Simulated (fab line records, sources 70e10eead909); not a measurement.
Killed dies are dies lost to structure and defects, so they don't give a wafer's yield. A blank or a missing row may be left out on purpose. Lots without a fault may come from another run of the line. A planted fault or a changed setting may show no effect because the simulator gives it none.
Which tool did it? | flow nand_harc | 13 lots, 39 wafers sampled, at 4 steps of a route of 1302

WHAT THE GAUGES READ, wafer by wafer
NHARC_P_CONTACT_INSPECT_14. Usual: raw_defect_count 4.3, standard deviation 2.7.
lot  | measured     | on                | raw_defect_count | flag
L323 | day 6 03:14  | defect_inspect-02 | 6 3 2            |
L325 | day 6 16:56  | defect_inspect-02 | 1 1 1            |
L326 | day 7 06:32  | defect_inspect-02 | 0 2 2            |
L328 | day 8 02:06  | defect_inspect-01 | 4 5 1            |
L330 | day 8 23:42  | defect_inspect-02 | 9 6 2            |
L331 | day 9 09:07  | defect_inspect-01 | 1 2 2            |
L332 | day 9 14:19  | defect_inspect-02 | 4 6 2            |
L333 | day 9 23:30  | defect_inspect-01 | 4 4 4            |
L334 | day 10 13:16 | defect_inspect-01 | 4 8 4            |
L335 | day 10 23:40 | defect_inspect-02 | 4 4 7            |
L336 | day 11 03:45 | defect_inspect-02 | 4 0 2            |
L342 | day 13 21:47 | defect_inspect-02 | 2 3 3            |
L345 | day 14 21:59 | defect_inspect-02 | 12 9 13          |

NHARC_P_M0_OVL_MEAS_10: pitch 180 nm. Usual: overlay_x_nm -0.2 nm, standard deviation 0.81; overlay_y_nm 0.2 nm, standard deviation 0.77.
lot  | measured     | on         | overlay_x_nm (nm) | overlay_y_nm (nm) | flag
L323 | day 6 07:22  | overlay-02 | 0.8 1.1 1.1       | -0.2 0.2 -0.2     |
L325 | day 6 21:05  | overlay-01 | -1.6 -1.2 -1.2    | -0.2 0.1 0.3      |
L326 | day 7 10:40  | overlay-01 | -0.4 -0.1 -0.2    | -0.1 -0.7 -0.9    |
L328 | day 8 06:24  | overlay-01 | -0.8 -0.7 -0.3    | 0.3 0.1 0.0       |
L330 | day 9 03:59  | overlay-01 | 0.5 0.6 0.3       | -0.8 -1.1 -0.8    |
L331 | day 9 13:47  | overlay-02 | -0.6 0.4 -0.1     | -0.5 -0.4 -0.2    |
L332 | day 9 18:28  | overlay-02 | 0.1 -0.1 -0.1     | 1.0 0.6 0.6       |
L333 | day 10 03:38 | overlay-01 | -1.0 -1.3 -0.5    | 0.8 1.1 1.3       |
L334 | day 10 18:00 | overlay-02 | 0.0 0.2 -0.4      | -0.9 -0.6 -0.9    |
L335 | day 11 04:24 | overlay-02 | -0.5 -0.5 -0.3    | 1.2 1.1 0.4       |
L336 | day 11 07:55 | overlay-02 | -1.0 -0.9 -1.3    | -0.8 -1.2 -0.5    |
L342 | day 14 01:52 | overlay-01 | 21.6 21.3 21.8    | 0.5 0.7 1.0       | OFF
L345 | day 15 02:14 | overlay-02 | 23.8 23.5 23.9    | -0.1 -0.3 0.0     | OFF

WHICH TOOL RAN EACH LOT (tool, then ch and the chambers of the sampled wafers, then the start)
lot  | NHARC_P_CONTACT_ALD_22              | NHARC_P_M0_EXPOSE_06
L323 | ald_metal-03 ch 0,2,3, day 6 05:10  | arfi_scanner-02 ch 0, day 6 07:09
L325 | ald_metal-04 ch 0,1, day 6 18:50    | arfi_scanner-01 ch 0, day 6 20:52
L326 | ald_metal-03 ch 1,2,3, day 7 08:26  | arfi_scanner-03 ch 0, day 7 10:27
L328 | ald_metal-04 ch 0,1,2, day 8 03:59  | arfi_scanner-02 ch 0, day 8 06:10
L330 | ald_metal-04 ch 0,3, day 9 01:35    | arfi_scanner-03 ch 0, day 9 03:45
L331 | ald_metal-01 ch 1,3, day 9 11:02    | arfi_scanner-02 ch 0, day 9 13:34
L332 | ald_metal-03 ch 2,3, day 9 16:13    | arfi_scanner-01 ch 0, day 9 18:14
L333 | ald_metal-01 ch 1,2, day 10 01:23   | arfi_scanner-02 ch 0, day 10 03:25
L334 | ald_metal-03 ch 1,2, day 10 15:12   | arfi_scanner-01 ch 0, day 10 17:47
L335 | ald_metal-04 ch 0,1, day 11 01:41   | arfi_scanner-02 ch 0, day 11 04:10
L336 | ald_metal-03 ch 0,2,3, day 11 05:43 | arfi_scanner-03 ch 0, day 11 07:41
L342 | ald_metal-04 ch 1,2,3, day 13 23:42 | arfi_scanner-03 ch 0, day 14 01:38
L345 | ald_metal-01 ch 0,1,3, day 14 23:54 | arfi_scanner-03 ch 0, day 15 02:01
- NHARC_P_CONTACT_ALD_22: deposits TiN, target thk 3 nm, pulse time 1 s, ald cycles 150.
- NHARC_P_M0_EXPOSE_06: exposes mask P M0, target cd 90 nm.

WHAT THE TOOLS THEMSELVES READ (means of the sampled wafers that have a number; where no wafer has one, the mark that the record gives instead)
NHARC_P_CONTACT_ALD_22. Usual: heater_power_w 1076 W, standard deviation 120; precursor_pulse_height_rel 1.000, standard deviation 0.02.
lot  | tool         | heater_power_w (W) | precursor_pulse_height_rel | flag
L323 | ald_metal-03 | 1045               | 0.999                      |
L325 | ald_metal-04 | 943                | 1.002                      |
L326 | ald_metal-03 | 1030               | 0.998                      |
L328 | ald_metal-04 | 1082               | 0.999                      |
L330 | ald_metal-04 | 998                | 0.987                      |
L331 | ald_metal-01 | 1053               | 1.006                      |
L332 | ald_metal-03 | 1088               | 0.999                      |
L333 | ald_metal-01 | 1212               | 1.000                      |
L334 | ald_metal-03 | 1056               | 1.006                      |
L335 | ald_metal-04 | 944                | 1.008                      |
L336 | ald_metal-03 | 1025               | 1.014                      |
L342 | ald_metal-04 | 1158               | 1.005                      |
L345 | ald_metal-01 | 1085               | 0.992                      |

THE ANSWER, worked out from the rows above alone
Rule: a lot is off if the mean of its wafers that have a number lies more than 3 standard deviations from the usual mean. A lot without any number at a reading at which 4 lots or more have one is off too. The other lots that the step has rows for count as sound. The gauges are gone through in route order, then the tools' own readings, and for those a lot's mean is taken as printed above. The first step at which some lot is off is used, and at that step the reading that is off furthest; a lot without a number counts as furthest.
Off: L342, L345, at NHARC_P_M0_OVL_MEAS_10 (overlay_x_nm).
A tool fits if, at a process step before that reading, it ran every lot that is off, and no sound lot after the first of them. The gauges at NHARC_P_M0_OVL_MEAS_10 are tried like those tools. One fits: arfi_scanner-03 at NHARC_P_M0_EXPOSE_06. Its last sound lot is L336 (day 11 07:41), its first lot that is off L342 (day 14 01:38): a fault that began between those two fits.

WHAT THE SIMULATOR HAD PUT IN
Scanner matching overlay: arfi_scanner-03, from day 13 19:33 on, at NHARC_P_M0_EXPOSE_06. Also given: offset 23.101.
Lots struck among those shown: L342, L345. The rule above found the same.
